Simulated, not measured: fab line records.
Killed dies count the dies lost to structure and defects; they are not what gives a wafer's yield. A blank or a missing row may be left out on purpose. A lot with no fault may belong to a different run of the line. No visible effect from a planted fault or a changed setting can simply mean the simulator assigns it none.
Which tool is to blame? :: flow nand_harc :: 34 wafers from 12 lots sampled at 6 of the route's 1302 steps

== WHAT THE GAUGES READ, wafer by wafer ==
NHARC_A_M1_INSPECT_11. Usual: 84 for raw_defect_count, sd 35.
lot: L713
measured: day 23 09:04
on: defect_inspect-02
raw_defect_count: 78 59 60
flag: 

lot: L714
measured: day 23 10:50
on: defect_inspect-01
raw_defect_count: 78 83 75
flag: 

lot: L715
measured: day 23 21:07
on: defect_inspect-02
raw_defect_count: 24 22 28
flag: 

lot: L717
measured: day 24 04:18
on: defect_inspect-01
raw_defect_count: 120 100 109
flag: 

lot: L725
measured: day 27 20:40
on: defect_inspect-01
raw_defect_count: 24 22
flag: 

lot: L726
measured: day 28 14:46
on: defect_inspect-01
raw_defect_count: 120 107
flag: 

lot: L727
measured: day 28 20:50
on: defect_inspect-02
raw_defect_count: 69 58 66
flag: 

lot: L728
measured: day 29 05:24
on: defect_inspect-01
raw_defect_count: 71 74 68
flag: 

lot: L732
measured: day 30 11:09
on: defect_inspect-02
raw_defect_count: 159 144 125
flag: 

lot: L735
measured: day 31 17:31
on: defect_inspect-01
raw_defect_count: 69 50 65
flag: 

lot: L734
measured: day 31 19:05
on: defect_inspect-01
raw_defect_count: 86 111 96
flag: 

lot: L736
measured: day 32 23:10
on: defect_inspect-02
raw_defect_count: 115 114 111
flag: 

NHARC_A_M1_THK_MEAS_24: measures by xrf. Usual: 154.1 nm for thk_nm, sd 1.4.
lot: L713
measured: day 23 11:58
on: film_metro-01
thk_nm (nm): 154.2 156.5 153.7
flag: 

lot: L714
measured: day 23 13:19
on: film_metro-01
thk_nm (nm): 157.3 154.8 154.4
flag: 

lot: L715
measured: day 23 23:49
on: film_metro-01
thk_nm (nm): 152.8 152.0 153.3
flag: 

lot: L717
measured: day 24 06:50
on: film_metro-01
thk_nm (nm): 152.7 153.3 154.3
flag: 

lot: L725
measured: day 27 23:08
on: film_metro-02
thk_nm (nm): 145.8 155.8
flag: 

lot: L726
measured: day 28 17:16
on: film_metro-01
thk_nm (nm): 148.7 157.7
flag: 

lot: L727
measured: day 28 23:19
on: film_metro-01
thk_nm (nm): 155.3 155.1 154.9
flag: 

lot: L728
measured: day 29 07:53
on: film_metro-01
thk_nm (nm): 152.7 153.7 153.6
flag: 

lot: L732
measured: day 30 13:37
on: film_metro-01
thk_nm (nm): 155.9 152.7 154.9
flag: 

lot: L735
measured: day 31 20:02
on: film_metro-01
thk_nm (nm): 156.4 155.0 154.0
flag: 

lot: L734
measured: day 31 21:34
on: film_metro-02
thk_nm (nm): 154.0 152.5 152.5
flag: 

lot: L736
measured: day 33 02:13
on: film_metro-02
thk_nm (nm): 155.6 155.4 152.6
flag: 

NHARC_END_SORT_01. Usual: defect_limited_yield is 90.9 % with standard deviation 2.8, killed_at_array is 56 with standard deviation 19, killed_at_other is 1.0 with standard deviation 1.3, killed_at_periphery is 3.8 with standard deviation 2.2, killed_dies is 61 with standard deviation 19, killed_open is 3.1 with standard deviation 1.9, and killed_short is 2.3 with standard deviation 1.5.
lot: L726
measured: day 30 05:26
on: prober-02
defect_limited_yield (%): 86.7 88.6
killed_at_array: 79 71
killed_at_other: 6 3
killed_at_periphery: 5 3
killed_dies: 90 77
killed_open: 1 4
killed_short: 5 3
flag: 

lot: L727
measured: day 30 09:55
on: prober-01
defect_limited_yield (%): 91.7 94.1 92.0
killed_at_array: 50 38 46
killed_at_other: 3 1 2
killed_at_periphery: 3 1 6
killed_dies: 56 40 54
killed_open: 2 4 0
killed_short: 2 1 2
flag: 

lot: L728
measured: day 30 17:17
on: prober-02
defect_limited_yield (%): 91.7 92.3 92.9
killed_at_array: 55 50 45
killed_at_other: 0 0 1
killed_at_periphery: 1 2 2
killed_dies: 56 52 48
killed_open: 3 4 3
killed_short: 3 3 2
flag: 

== WHICH TOOL RAN EACH LOT (tool, then ch and the chambers of the sampled wafers, then the start) ==
lot: L713
NHARC_A_M1_ETCH_35: rie_diel-01 ch 0,1, day 23 09:13
NHARC_A_M1_STRIP_18: rie_diel-05 ch 0,1,3, day 23 09:34
NHARC_A_M1_CMP_23: cmp-02 ch 0,1,2, day 23 11:40

lot: L714
NHARC_A_M1_ETCH_35: rie_diel-07 ch 0,1,3, day 23 10:59
NHARC_A_M1_STRIP_18: rie_diel-01 ch 0,2,3, day 23 11:16
NHARC_A_M1_CMP_23: cmp-02 ch 1,2,3, day 23 13:00

lot: L715
NHARC_A_M1_ETCH_35: rie_diel-05 ch 0,1, day 23 21:18
NHARC_A_M1_STRIP_18: rie_diel-07 ch 1,3, day 23 21:45
NHARC_A_M1_CMP_23: cmp-02 ch 0,1, day 23 23:30

lot: L717
NHARC_A_M1_ETCH_35: rie_diel-07 ch 0,1, day 24 04:28
NHARC_A_M1_STRIP_18: rie_diel-01 ch 0,1,2, day 24 04:49
NHARC_A_M1_CMP_23: cmp-04 ch 1,2, day 24 06:32

lot: L725
NHARC_A_M1_ETCH_35: rie_diel-01 ch 0,3, day 27 20:49
NHARC_A_M1_STRIP_18: rie_diel-01 ch 0, day 27 21:06
NHARC_A_M1_CMP_23: cmp-02 ch 1,3, day 27 22:53

lot: L726
NHARC_A_M1_ETCH_35: rie_diel-05 ch 1,3, day 28 14:56
NHARC_A_M1_STRIP_18: rie_diel-01 ch 2,3, day 28 15:13
NHARC_A_M1_CMP_23: cmp-02 ch 1,2, day 28 17:02

lot: L727
NHARC_A_M1_ETCH_35: rie_diel-01 ch 0,3, day 28 20:59
NHARC_A_M1_STRIP_18: rie_diel-05 ch 0,2,3, day 28 21:19
NHARC_A_M1_CMP_23: cmp-03 ch 0,1,2, day 28 23:04

lot: L728
NHARC_A_M1_ETCH_35: rie_diel-05 ch 1,2, day 29 05:33
NHARC_A_M1_STRIP_18: rie_diel-01 ch 0,2, day 29 05:51
NHARC_A_M1_CMP_23: cmp-04 ch 1,2, day 29 07:35

lot: L732
NHARC_A_M1_ETCH_35: rie_diel-07 ch 0,1,2, day 30 11:17
NHARC_A_M1_STRIP_18: rie_diel-05 ch 0,1,2, day 30 11:37
NHARC_A_M1_CMP_23: cmp-04 ch 0,1,3, day 30 13:18

lot: L735
NHARC_A_M1_ETCH_35: rie_diel-07 ch 0,2, day 31 17:41
NHARC_A_M1_STRIP_18: rie_diel-05 ch 0,2, day 31 18:00
NHARC_A_M1_CMP_23: cmp-03 ch 2,3, day 31 19:43

lot: L734
NHARC_A_M1_ETCH_35: rie_diel-07 ch 0,3, day 31 19:14
NHARC_A_M1_STRIP_18: rie_diel-07 ch 1,3, day 31 19:32
NHARC_A_M1_CMP_23: cmp-04 ch 1,2,3, day 31 21:17

lot: L736
NHARC_A_M1_ETCH_35: rie_diel-01 ch 0,2,3, day 32 23:20
NHARC_A_M1_STRIP_18: rie_diel-01 ch 0,2, day 32 23:39
NHARC_A_M1_CMP_23: cmp-03 ch 0,2,3, day 33 01:53
- NHARC_A_M1_ETCH_35: etches the open film in N2/H2, target depth 40 nm, overetch 12 nm, time 43.94 s.
- NHARC_A_M1_STRIP_18: strips in N2/H2.
- NHARC_A_M1_CMP_23: polishes, t overpolish 20 s, target thk 154.34 nm.

== WHAT THE TOOLS THEMSELVES READ (means of the sampled wafers that have a number; where no wafer has one, the mark that the record gives instead) ==
NHARC_A_M1_ETCH_35. Usual: drypump_motor_current_A 5.8 A, standard deviation 0.47; oes_product_au 1.003 a.u., standard deviation 0.0093; rf_vpp_V 429.1 V, standard deviation 2.2; showerhead_plenum_p_Torr 1.99 Torr, standard deviation 0.072; throttle_valve_pct 14.172 %, standard deviation 0.0084.
lot: L713
tool: rie_diel-01
drypump_motor_current_A (A): 5.1
oes_product_au (a.u.): 1.007
rf_vpp_V (V): 426.8
showerhead_plenum_p_Torr (Torr): 1.92
throttle_valve_pct (%): 14.169
flag: 

lot: L714
tool: rie_diel-07
drypump_motor_current_A (A): 6.0
oes_product_au (a.u.): 1.004
rf_vpp_V (V): 428.5
showerhead_plenum_p_Torr (Torr): 1.98
throttle_valve_pct (%): 14.171
flag: 

lot: L715
tool: rie_diel-05
drypump_motor_current_A (A): 5.7
oes_product_au (a.u.): 0.998
rf_vpp_V (V): 428.6
showerhead_plenum_p_Torr (Torr): 1.96
throttle_valve_pct (%): 14.180
flag: 

lot: L717
tool: rie_diel-07
drypump_motor_current_A (A): 6.0
oes_product_au (a.u.): 1.009
rf_vpp_V (V): 428.7
showerhead_plenum_p_Torr (Torr): 1.97
throttle_valve_pct (%): 14.172
flag: 

lot: L725
tool: rie_diel-01
drypump_motor_current_A (A): 5.7
oes_product_au (a.u.): 1.006
rf_vpp_V (V): 427.8
showerhead_plenum_p_Torr (Torr): 1.94
throttle_valve_pct (%): 14.174
flag: 

lot: L726
tool: rie_diel-05
drypump_motor_current_A (A): 5.5
oes_product_au (a.u.): 1.006
rf_vpp_V (V): 429.4
showerhead_plenum_p_Torr (Torr): 2.00
throttle_valve_pct (%): 14.163
flag: 

lot: L727
tool: rie_diel-01
drypump_motor_current_A (A): 5.8
oes_product_au (a.u.): 0.998
rf_vpp_V (V): 427.3
showerhead_plenum_p_Torr (Torr): 1.94
throttle_valve_pct (%): 14.176
flag: 

lot: L728
tool: rie_diel-05
drypump_motor_current_A (A): 5.8
oes_product_au (a.u.): 1.001
rf_vpp_V (V): 427.8
showerhead_plenum_p_Torr (Torr): 1.96
throttle_valve_pct (%): 14.172
flag: 

lot: L732
tool: rie_diel-07
drypump_motor_current_A (A): 6.2
oes_product_au (a.u.): 1.003
rf_vpp_V (V): 430.0
showerhead_plenum_p_Torr (Torr): 2.01
throttle_valve_pct (%): 14.173
flag: 

lot: L735
tool: rie_diel-07
drypump_motor_current_A (A): 6.0
oes_product_au (a.u.): 1.013
rf_vpp_V (V): 429.3
showerhead_plenum_p_Torr (Torr): 2.01
throttle_valve_pct (%): 14.166
flag: 

lot: L734
tool: rie_diel-07
drypump_motor_current_A (A): 5.8
oes_product_au (a.u.): 0.997
rf_vpp_V (V): 428.3
showerhead_plenum_p_Torr (Torr): 1.97
throttle_valve_pct (%): 14.179
flag: 

lot: L736
tool: rie_diel-01
drypump_motor_current_A (A): 5.7
oes_product_au (a.u.): 1.003
rf_vpp_V (V): 430.6
showerhead_plenum_p_Torr (Torr): 2.02
throttle_valve_pct (%): 14.175
flag: 

NHARC_A_M1_STRIP_18. Usual: drypump_motor_current_A 5.6 A, standard deviation 0.45; oes_product_au 1.003 a.u., standard deviation 0.008; rf_vpp_V 90.4 V, standard deviation 0.88; showerhead_plenum_p_Torr 1.99 Torr, standard deviation 0.087; throttle_valve_pct 14.170 %, standard deviation 0.0092.
lot: L713
tool: rie_diel-05
drypump_motor_current_A (A): 5.4
oes_product_au (a.u.): 0.988
rf_vpp_V (V): 90.2
showerhead_plenum_p_Torr (Torr): 1.98
throttle_valve_pct (%): 14.170
flag: 

lot: L714
tool: rie_diel-01
drypump_motor_current_A (A): 5.8
oes_product_au (a.u.): 1.009
rf_vpp_V (V): 90.3
showerhead_plenum_p_Torr (Torr): 2.02
throttle_valve_pct (%): 14.172
flag: 

lot: L715
tool: rie_diel-07
drypump_motor_current_A (A): 6.0
oes_product_au (a.u.): 0.998
rf_vpp_V (V): 90.0
showerhead_plenum_p_Torr (Torr): 1.98
throttle_valve_pct (%): 14.172
flag: 

lot: L717
tool: rie_diel-01
drypump_motor_current_A (A): 5.4
oes_product_au (a.u.): 1.005
rf_vpp_V (V): 91.2
showerhead_plenum_p_Torr (Torr): 2.01
throttle_valve_pct (%): 14.170
flag: 

lot: L725
tool: rie_diel-01
drypump_motor_current_A (A): 5.2
oes_product_au (a.u.): 0.999
rf_vpp_V (V): 90.7
showerhead_plenum_p_Torr (Torr): 1.97
throttle_valve_pct (%): 14.164
flag: 

lot: L726
tool: rie_diel-01
drypump_motor_current_A (A): 5.9
oes_product_au (a.u.): 1.006
rf_vpp_V (V): 89.9
showerhead_plenum_p_Torr (Torr): 2.04
throttle_valve_pct (%): 14.179
flag: 

lot: L727
tool: rie_diel-05
drypump_motor_current_A (A): 5.3
oes_product_au (a.u.): 1.004
rf_vpp_V (V): 90.1
showerhead_plenum_p_Torr (Torr): 1.98
throttle_valve_pct (%): 14.171
flag: 

lot: L728
tool: rie_diel-01
drypump_motor_current_A (A): 5.7
oes_product_au (a.u.): 1.006
rf_vpp_V (V): 90.9
showerhead_plenum_p_Torr (Torr): 2.10
throttle_valve_pct (%): 14.165
flag: 

lot: L732
tool: rie_diel-05
drypump_motor_current_A (A): 5.5
oes_product_au (a.u.): 1.007
rf_vpp_V (V): 90.3
showerhead_plenum_p_Torr (Torr): 1.95
throttle_valve_pct (%): 14.172
flag: 

lot: L735
tool: rie_diel-05
drypump_motor_current_A (A): 5.3
oes_product_au (a.u.): 1.000
rf_vpp_V (V): 89.7
showerhead_plenum_p_Torr (Torr): 1.94
throttle_valve_pct (%): 14.170
flag: 

lot: L734
tool: rie_diel-07
drypump_motor_current_A (A): 6.2
oes_product_au (a.u.): 1.010
rf_vpp_V (V): 90.7
showerhead_plenum_p_Torr (Torr): 1.97
throttle_valve_pct (%): 14.173
flag: 

lot: L736
tool: rie_diel-01
drypump_motor_current_A (A): 5.6
oes_product_au (a.u.): 0.997
rf_vpp_V (V): 91.3
showerhead_plenum_p_Torr (Torr): 2.10
throttle_valve_pct (%): 14.159
flag: 

NHARC_A_M1_CMP_23. Usual: motor_current_A 11.9 A, standard deviation 1; time_to_endpoint_s 28.6 s, standard deviation 2.5.
lot: L713
tool: cmp-02
motor_current_A (A): 12.4
time_to_endpoint_s (s): 29.1
flag: 

lot: L714
tool: cmp-02
motor_current_A (A): 11.7
time_to_endpoint_s (s): 29.4
flag: 

lot: L715
tool: cmp-02
motor_current_A (A): 12.3
time_to_endpoint_s (s): 29.2
flag: 

lot: L717
tool: cmp-04
motor_current_A (A): 11.9
time_to_endpoint_s (s): 25.8
flag: 

lot: L725
tool: cmp-02
motor_current_A (A): 11.2
time_to_endpoint_s (s): 24.1
flag: 

lot: L726
tool: cmp-02
motor_current_A (A): 11.9
time_to_endpoint_s (s): 23.9
flag: 

lot: L727
tool: cmp-03
motor_current_A (A): 11.9
time_to_endpoint_s (s): 29.1
flag: 

lot: L728
tool: cmp-04
motor_current_A (A): 10.8
time_to_endpoint_s (s): 27.6
flag: 

lot: L732
tool: cmp-04
motor_current_A (A): 11.4
time_to_endpoint_s (s): 30.0
flag: 

lot: L735
tool: cmp-03
motor_current_A (A): 12.6
time_to_endpoint_s (s): 28.7
flag: 

lot: L734
tool: cmp-04
motor_current_A (A): 11.3
time_to_endpoint_s (s): 27.3
flag: 

lot: L736
tool: cmp-03
motor_current_A (A): 11.9
time_to_endpoint_s (s): 28.2
flag: 

== THE ANSWER, worked out from the rows above alone ==
Rule: take the mean of a lot's wafers that have a number; if it is more than 3 standard deviations from the usual mean, the lot is off. Also off: a lot with no number at a reading for which 4 or more lots have one. All remaining lots with rows at the step are treated as sound. Order of review: gauges by route order, followed by the tools' own readings, for which a lot's mean as printed above is used. At the first step where some lot is off, the reading lying furthest off is the one used; lots without a number count as furthest.
None of the lots is off at any reading shown; this tells nothing.

== WHAT THE SIMULATOR HAD PUT IN ==
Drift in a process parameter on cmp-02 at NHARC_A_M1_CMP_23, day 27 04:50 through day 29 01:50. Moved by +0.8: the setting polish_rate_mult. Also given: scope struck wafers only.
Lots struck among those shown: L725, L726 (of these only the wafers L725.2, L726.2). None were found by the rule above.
